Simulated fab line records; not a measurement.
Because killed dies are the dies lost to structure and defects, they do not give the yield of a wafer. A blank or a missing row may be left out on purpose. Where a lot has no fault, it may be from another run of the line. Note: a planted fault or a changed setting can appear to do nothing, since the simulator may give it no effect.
The tool behind it: which one? / flow nandHarc / 18 wafers from 6 lots sampled at 3 of the route's 1302 steps

## WHAT THE GAUGES READ, wafer by wafer
NHARC_P_GATE_CD_MEAS_91 targets a cd of 2000 nm.
lot=L798; measured=day 6 03:47; on=cdSem-01; cdNm (nm)=1998.4 2000.7 1998.3
lot=L801; measured=day 7 20:46; on=cdSem-03; cdNm (nm)=1999.7 2001.0 2001.1
lot=L803; measured=day 8 07:08; on=cdSem-02; cdNm (nm)=2000.6 1998.2 1999.0
lot=L807; measured=day 10 04:49; on=cdSem-03; cdNm (nm)=1994.5 1994.0 1992.7
lot=L815; measured=day 13 10:05; on=cdSem-01; cdNm (nm)=2000.8 2000.9 2002.8
lot=L820; measured=day 15 03:34; on=cdSem-03; cdNm (nm)=1999.6 2002.1 1999.7

## WHAT TOOL EACH LOT RAN ON (gives the tool, then ch and the chambers of the sampled wafers, and finally the start)
lot=L798; NHARC_P_GATE_STRIP_108=rieDiel-09 ch 0,2,3, day 5 13:36; NHARC_P_GATE_EXPOSE_88=krfScanner-01 ch 0, day 6 03:38
lot=L801; NHARC_P_GATE_STRIP_108=rieDiel-13 ch 0,2, day 6 20:57; NHARC_P_GATE_EXPOSE_88=krfScanner-04 ch 0, day 7 20:37
lot=L803; NHARC_P_GATE_STRIP_108=rieDiel-13 ch 0,1,2, day 7 14:01; NHARC_P_GATE_EXPOSE_88=krfScanner-01 ch 0, day 8 06:59
lot=L807; NHARC_P_GATE_STRIP_108=rieDiel-13 ch 1,2,3, day 9 14:13; NHARC_P_GATE_EXPOSE_88=krfScanner-01 ch 0, day 10 04:40
lot=L815; NHARC_P_GATE_STRIP_108=rieDiel-09 ch 0,2,3, day 12 19:31; NHARC_P_GATE_EXPOSE_88=krfScanner-04 ch 0, day 13 09:56
lot=L820; NHARC_P_GATE_STRIP_108=rieDiel-02 ch 0,3, day 14 12:53; NHARC_P_GATE_EXPOSE_88=krfScanner-04 ch 0, day 15 03:25
- NHARC_P_GATE_STRIP_108: strips in O2.
- NHARC_P_GATE_EXPOSE_88: exposes mask P HVN, target cd 2000 nm.

## THE ANSWER, worked out from the rows above alone
Rule: usual is defined by the lots themselves. Put in order of their means at a reading, lots are off if they are a third of the lots or fewer, leave a main group of 4 or more, and stand apart from it by a gap of 3 or more times the standard deviation of the main group's means; of several such gaps the widest counts. Not used: any main group whose means are identical at the precision the tables above print for the reading. A lot without any number at a reading at which 4 lots or more have one is off too. Where the step has rows for the other lots, those lots are counted as sound.
Off: L807 (NHARC_P_GATE_CD_MEAS_91, cdNm). Main group: mean 2000.2 nm, sd 0.89.
A tool fits if, at a process step before that reading, it ran every lot that is off, and no sound lot after the first of them. The gauges at NHARC_P_GATE_CD_MEAS_91 are tried like those tools. Can't be told from this: 2 tools fit, rieDiel-13 at NHARC_P_GATE_STRIP_108, krfScanner-01 at NHARC_P_GATE_EXPOSE_88.

## WHAT WAS PUT IN BY THE SIMULATOR
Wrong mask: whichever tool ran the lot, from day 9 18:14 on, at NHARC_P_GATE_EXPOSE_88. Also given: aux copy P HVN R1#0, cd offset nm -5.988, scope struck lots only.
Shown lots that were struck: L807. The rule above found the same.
